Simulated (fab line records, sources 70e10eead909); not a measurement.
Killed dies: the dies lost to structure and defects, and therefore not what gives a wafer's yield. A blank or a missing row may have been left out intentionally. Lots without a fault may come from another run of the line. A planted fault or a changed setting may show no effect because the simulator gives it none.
fab line records	flow nand_harc
record: lots: 13	wafers: 39	last_day: 25
route steps=1159 shown P_BONDPAD@379 A_ONON_D1@426 END@1159
lots with no fault: from the same line, run without faults
start_h: hours from the record's opening day to when the first of the lot's shown wafers began	wait_h: how many hours have passed since the lot's step before this one	" the same as in the row above	L1.1+2: a row that stands for several wafers	- no value present, or no start provided	* or withheld: withheld	< > ~ a bound
route shown NAME@n: NAME is a module with steps in the file, n the number in the route of the first one	usual: mean/standard deviation of fault-free wafers	same: alike in all rows	chamber/n: place in a boat	sites: each site's reading	_std_site: the standard deviation of these	_edge_site: outer sites' mean less inner sites'	radius_mm: for every site, how far away it sits from the centre of the wafer	mask NAME#n: copy n	behind: tool/chamber where the wafer was last shaped	hold: reason for holding the lot/hours on hold/outcome of the hold	device: the n, p or np transistor that did not switch	end of line: tests of these same wafers at the route's end	a step given without rows: its recipe and nothing more	killed: at the first sort, the dies lost to defects and structure; wafer yield is something else	map: per-die view of a wafer (x killed, . not killed, _ where there is no die)
set.NAME: the setting as run; set.NAME@STEP: as run at that earlier step	model.NAME: the simulator's own value behind a step, which no gauge read
route steps across a sampled set of lots; one table per step, one row per wafer
services: from which hour (start_h, from the record's first day; less than 0 if before it) a tool's chamber was out of use, for how many hours, and why
== steps ==
step: NHARC_P_BONDPAD_ANNEAL_28
recipe: temp_c: 225	time_s: 90
usual: wafer_temp_C_max: 225.95/0.28
lot.wafer	tool	chamber	start_h	wait_h	wafer_temp_C_max
L935.1	rtp_anneal-02	0	127.98	-	225.82
L935.3	"	0	"	"	225.86
L935.4	"	0	"	"	225.81
L936.1	rtp_anneal-02	0	140.38	0.3	225.67
L936.4	"	0	"	"	225.63
L936.5	"	0	"	"	225.59
L937.2	rtp_anneal-01	0	142.11	-	226.11
L937.3	"	0	"	"	225.82
L937.5	"	0	"	"	225.79
L939.1	rtp_anneal-01	0	153.84	-	226.18
L939.5	"	0	"	"	226.44
L939.6	"	0	"	"	226.20
L938.1	rtp_anneal-02	0	155.53	0.3	225.52
L938.2	"	0	"	"	226.04
L938.3	"	0	"	"	225.67
L941.3	rtp_anneal-02	0	174.85	0.3	225.69
L941.4	"	0	"	"	225.67
L941.6	"	0	"	"	225.79
L944.1	rtp_anneal-01	0	190.69	0.3	226.49
L944.3	"	0	"	"	226.02
L944.6	"	0	"	"	226.16
L949.2	rtp_anneal-01	0	205.25	-	225.90
L949.4	"	0	"	"	225.92
L949.5	"	0	"	"	226.05
L951.3	rtp_anneal-01	0	226.08	0.3	225.90
L951.4	"	0	"	"	225.90
L951.5	"	0	"	"	226.13
L952.2	rtp_anneal-01	0	236.00	0.4	225.80
L952.5	"	0	"	"	226.09
L952.6	"	0	"	"	226.08
L955.1	rtp_anneal-01	0	240.60	-	226.40
L955.4	"	0	"	"	226.10
L955.6	"	0	"	"	226.10
L956.3	rtp_anneal-01	0	256.50	0.3	226.09
L956.5	"	0	"	"	226.38
L956.6	"	0	"	"	225.84
L958.2	rtp_anneal-01	0	271.88	0.3	226.21
L958.3	"	0	"	"	226.05
L958.4	"	0	"	"	226.29
step: NHARC_P_BONDPAD_INSPECT_23
usual: raw_defect_count: 326/120
lot.wafer	tool	chamber	start_h	wait_h	raw_defect_count
L935.1	defect_inspect-02	-	128.85	0.0	331
L935.3	"	-	"	"	396
L935.4	"	-	"	"	319
L936.1	defect_inspect-01	-	141.27	0.0	266
L936.4	"	-	"	"	358
L936.5	"	-	"	"	303
L937.2	defect_inspect-01	-	143.21	0.0	291
L937.3	"	-	"	"	259
L937.5	"	-	"	"	302
L939.1	defect_inspect-02	-	154.74	0.0	303
L939.5	"	-	"	"	236
L939.6	"	-	"	"	256
L938.1	defect_inspect-02	-	156.40	0.0	371
L938.2	"	-	"	"	346
L938.3	"	-	"	"	294
L941.3	defect_inspect-01	-	175.64	0.0	247
L941.4	"	-	"	"	341
L941.6	"	-	"	"	358
L944.1	defect_inspect-02	-	191.58	0.0	312
L944.3	"	-	"	"	343
L944.6	"	-	"	"	383
L949.2	defect_inspect-01	-	206.09	0.0	270
L949.4	"	-	"	"	263
L949.5	"	-	"	"	455
L951.3	defect_inspect-01	-	226.87	0.0	256
L951.4	"	-	"	"	247
L951.5	"	-	"	"	165
L952.2	defect_inspect-01	-	236.82	0.0	184
L952.5	"	-	"	"	251
L952.6	"	-	"	"	252
L955.1	defect_inspect-01	-	241.47	0.0	305
L955.4	"	-	"	"	389
L955.6	"	-	"	"	217
L956.3	defect_inspect-02	-	257.27	0.0	210
L956.5	"	-	"	"	191
L956.6	"	-	"	"	248
L958.2	defect_inspect-01	-	272.70	0.0	327
L958.3	"	-	"	"	192
L958.4	"	-	"	"	353
step: NHARC_A_ONON_D1_DEP_03
recipe: target_thk_a: 10000	n2_flow_sccm: 2750	n2o_flow_sccm: 2000	nh3_flow_sccm: 500	sih4_flow_sccm: 210	temp_c: 400
usual: nh3_flow_sccm: 499.9/1.7
lot.wafer	tool	chamber	start_h	wait_h	nh3_flow_sccm
L935.1	pecvd_onon-02	0	153.39	0.1	498.8
L935.3	"	0	"	"	499.2
L935.4	"	0	"	"	502.1
L936.1	pecvd_onon-01	0	165.53	0.1	498.7
L936.4	"	0	"	"	498.8
L936.5	"	0	"	"	498.2
L937.2	pecvd_onon-02	0	165.58	0.1	499.2
L937.3	"	0	"	"	501.6
L937.5	"	0	"	"	502.6
L938.1	pecvd_onon-01	0	182.41	0.1	499.5
L938.2	"	0	"	"	498.3
L938.3	"	0	"	"	497.2
L939.1	pecvd_onon-02	0	182.45	0.1	500.7
L939.5	"	0	"	"	500.5
L939.6	"	0	"	"	500.0
L941.3	pecvd_onon-03	0	201.58	0.2	497.7
L941.4	"	0	"	"	500.8
L941.6	"	0	"	"	498.8
L944.1	pecvd_onon-02	0	218.87	0.1	499.3
L944.3	"	0	"	"	501.3
L944.6	"	0	"	"	502.9
L949.2	pecvd_onon-02	0	233.80	0.1	500.5
L949.4	"	0	"	"	502.5
L949.5	"	0	"	"	502.1
L951.3	pecvd_onon-03	0	252.40	0.2	500.6
L951.4	"	0	"	"	500.6
L951.5	"	0	"	"	501.7
L952.2	pecvd_onon-03	0	260.56	0.1	496.7
L952.5	"	0	"	"	499.8
L952.6	"	0	"	"	499.8
L955.1	pecvd_onon-01	0	266.55	0.1	497.3
L955.4	"	0	"	"	501.5
L955.6	"	0	"	"	498.6
L956.3	pecvd_onon-01	0	283.71	0.2	498.3
L956.5	"	0	"	"	499.1
L956.6	"	0	"	"	501.1
L958.2	pecvd_onon-01	0	299.84	0.1	501.5
L958.3	"	0	"	"	502.1
L958.4	"	0	"	"	500.4
step: NHARC_A_ONON_D1_THK_MEAS_05
recipe: thk_meas_gauge: ellipsometry
usual: thk_nm: 1000/7.8
lot.wafer	tool	chamber	start_h	wait_h	thk_nm
L935.1	film_metro-02	-	153.89	-	991
L935.3	"	-	"	"	988
L935.4	"	-	"	"	990
L937.2	film_metro-02	-	166.03	-	1004
L937.3	"	-	"	"	1006
L937.5	"	-	"	"	1004
L936.1	film_metro-01	-	166.04	-	1010
L936.4	"	-	"	"	1009
L936.5	"	-	"	"	1006
L938.1	film_metro-02	-	182.93	-	998
L938.2	"	-	"	"	1003
L938.3	"	-	"	"	998
L939.1	film_metro-01	-	182.96	-	1005
L939.5	"	-	"	"	1005
L939.6	"	-	"	"	1003
L941.3	film_metro-02	-	201.97	-	1008
L941.4	"	-	"	"	1009
L941.6	"	-	"	"	1008
L944.1	film_metro-02	-	219.38	-	1448
L944.3	"	-	"	"	1449
L944.6	"	-	"	"	1447
L949.2	film_metro-01	-	234.26	-	1423
L949.4	"	-	"	"	1420
L949.5	"	-	"	"	1420
L951.3	film_metro-01	-	252.80	-	991
L951.4	"	-	"	"	990
L951.5	"	-	"	"	990
L952.2	film_metro-01	-	261.02	-	993
L952.5	"	-	"	"	995
L952.6	"	-	"	"	993
L955.1	film_metro-02	-	267.06	-	1006
L955.4	"	-	"	"	1005
L955.6	"	-	"	"	1006
L956.3	film_metro-01	-	284.11	-	996
L956.5	"	-	"	"	995
L956.6	"	-	"	"	996
L958.2	film_metro-02	-	300.28	-	996
L958.3	"	-	"	"	998
L958.4	"	-	"	"	995
step: NHARC_END_SORT_01
recipe: temp_c: 25
usual: killed_at_array: 25/9.2	killed_at_other: 0.8/1.2	killed_at_periphery: 3.9/2.6	killed_dies: 30/9.7	killed_open: 3.4/1.9	killed_short: 2.0/1.4
same: gross_dies: 677
lot.wafer	tool	chamber	start_h	wait_h	killed_at_array	killed_at_other	killed_at_periphery	killed_dies	killed_open	killed_short
L944.1	prober-01	0	499.06	2.5	672	1	4	677	3	0
L944.3	prober-01	0	500.66	3.1	669	0	8	677	9	2
L944.6	prober-01	0	503.04	4.0	673	0	4	677	3	3
L949.2	prober-01	0	508.24	2.8	677	0	0	677	5	2
L949.4	prober-01	0	509.82	3.4	675	0	2	677	1	3
L949.5	prober-01	0	510.61	3.7	677	0	0	677	3	4
L952.2	prober-02	0	544.72	2.8	19	1	3	23	6	2
L952.5	prober-02	0	547.12	3.7	19	1	2	22	7	3
L952.6	prober-02	0	547.91	4.0	10	1	3	14	2	1
killed by level:class
L944.1 A_ONON_D1:area_dep=649 A_CHANNEL_HOLE_D1:chamber_film_flake=17 P_STI:chamber_film_flake=2 P_M0:chamber_film_flake=2 A_STAIRCASE:chamber_film_flake=2 A_CHANNEL_FILL_D1:geometric_particle:open=1 A_M0:geometric_particle:open=1 STARTING-WAFER:geometric_particle:open=1
L944.3 A_ONON_D1:area_dep=643 A_CHANNEL_HOLE_D1:chamber_film_flake=13 P_CONTACT:geometric_particle:open=3 A_STAIRCASE:chamber_film_flake=3 A_CONTACT:chamber_film_flake=3 A_BLC:geometric_particle:open=2 P_M0:geometric_particle:open=1 P_M1:geometric_particle:open=1
L944.6 A_ONON_D1:area_dep=649 A_CHANNEL_HOLE_D1:chamber_film_flake=10 A_STAIRCASE:chamber_film_flake=4 A_CONTACT:chamber_film_flake=4 P_M0:chamber_film_flake=3 A_WL_FILL:geometric_particle:short=2 P_CONTACT:geometric_particle:open=1 A_ONON_D1:geometric_particle:short=1
L949.2 A_ONON_D1:area_dep=647 A_SLIT:chamber_film_flake=10 A_STAIRCASE:chamber_film_flake=6 A_WL_FILL:chamber_film_flake=4 A_ONON_D1:geometric_particle:short=2 A_WL_FILL:geometric_particle:open=2 A_CONTACT:geometric_particle:open=2 A_CONTACT:chamber_film_flake=2
L949.4 A_ONON_D1:area_dep=643 A_SLIT:chamber_film_flake=10 A_STAIRCASE:chamber_film_flake=6 A_CONTACT:chamber_film_flake=6 A_CHANNEL_HOLE_D1:chamber_film_flake=4 A_WL_FILL:chamber_film_flake=3 A_ONON_D1:geometric_particle:short=2 P_M1:geometric_particle:open=1
L949.5 A_ONON_D1:area_dep=647 A_SLIT:chamber_film_flake=9 A_CHANNEL_HOLE_D1:chamber_film_flake=6 A_STAIRCASE:chamber_film_flake=6 A_WL_FILL:geometric_particle:short=2 A_SOURCE_PLATE:geometric_particle:short=1 A_ONON_D1:geometric_particle:open=1 A_CHANNEL_FILL_D1:geometric_particle:short=1
L952.2 A_CHANNEL_HOLE_D1:chamber_film_flake=5 A_CONTACT:chamber_film_flake=5 A_ONON_D1:geometric_particle:open=2 P_GATE:chamber_film_flake=2 P_CONTACT:geometric_particle:open=1 A_ONON_D1:geometric_particle:short=1 A_CHANNEL_FILL_D1:geometric_particle:short=1 A_WL_FILL:geometric_particle:open=1
L952.5 A_CONTACT:chamber_film_flake=6 A_M0:geometric_particle:open=4 A_CHANNEL_HOLE_D1:chamber_film_flake=3 A_CONTACT:geometric_particle:open=2 P_M1:geometric_particle:open=1 A_ONON_D1:geometric_particle:short=1 A_CHANNEL_FILL_D1:geometric_particle:short=1 A_WL_FILL:geometric_particle:short=1
L952.6 A_CONTACT:chamber_film_flake=5 A_CHANNEL_HOLE_D1:chamber_film_flake=3 P_GATE:geometric_particle:open=1 A_CHANNEL_HOLE_D1:geometric_particle:short=1 STARTING-WAFER:geometric_particle:open=1 P_GATE:chamber_film_flake=1 P_M2:chamber_film_flake=1 A_WL_FILL:chamber_film_flake=1
== services ==
tool	chamber	start_h	hours	kind
pecvd_onon-02	-	111.10	13.0	pm
pecvd_onon-03	-	153.00	13.0	pm
pecvd_onon-01	-	195.00	13.0	pm
rtp_anneal-02	-	281.01	21.1	repair
pecvd_onon-02	-	292.10	13.0	pm
== key ==
first_sign: step: NHARC_A_ONON_D1_THK_MEAS_05	reading: thk_nm	direction: up	sigmas: 56	usual: 1000	struck: 1435
effect: step: NHARC_END_SORT_01	reading: killed_at_array	direction: up	sigmas: 71	usual: 25	struck: 674
more_kills_born_at: NHARC_A_ONON_D1_DEP_03@pecvd_onon-02: 3878
met_at NHARC_A_ONON_D1_DEP_03
struck_lots L944,L949
later_rows_left_out L944.1,L944.3,L944.6,L949.2,L949.4,L949.5
tester_left_out L944,L949
not_acting_at NHARC_P_BONDPAD_ANNEAL_28,NHARC_P_BONDPAD_INSPECT_23
onset_between 182.45 218.87
fault: kind: process_parameter_drift	tool: pecvd_onon-02	chamber: -	onset_h: 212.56	steps: NHARC_A_ONON_D1_DEP_03	channel: target_thk_a	offset: *	shape: step	end_h: 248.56	acts_in: *	stated: *
tester_left_out: of these lots the tester's yield and bins aren't shown, on N5 and GAA mostly nor the transistor test; their killed dies are dies lost to structure and defects alone, not to doping, threshold or leakage, so they don't give the yield
later_rows_left_out: the simulator's readings of these wafers behind a module that went badly wrong aren't trusted and aren't shown, but for the sort
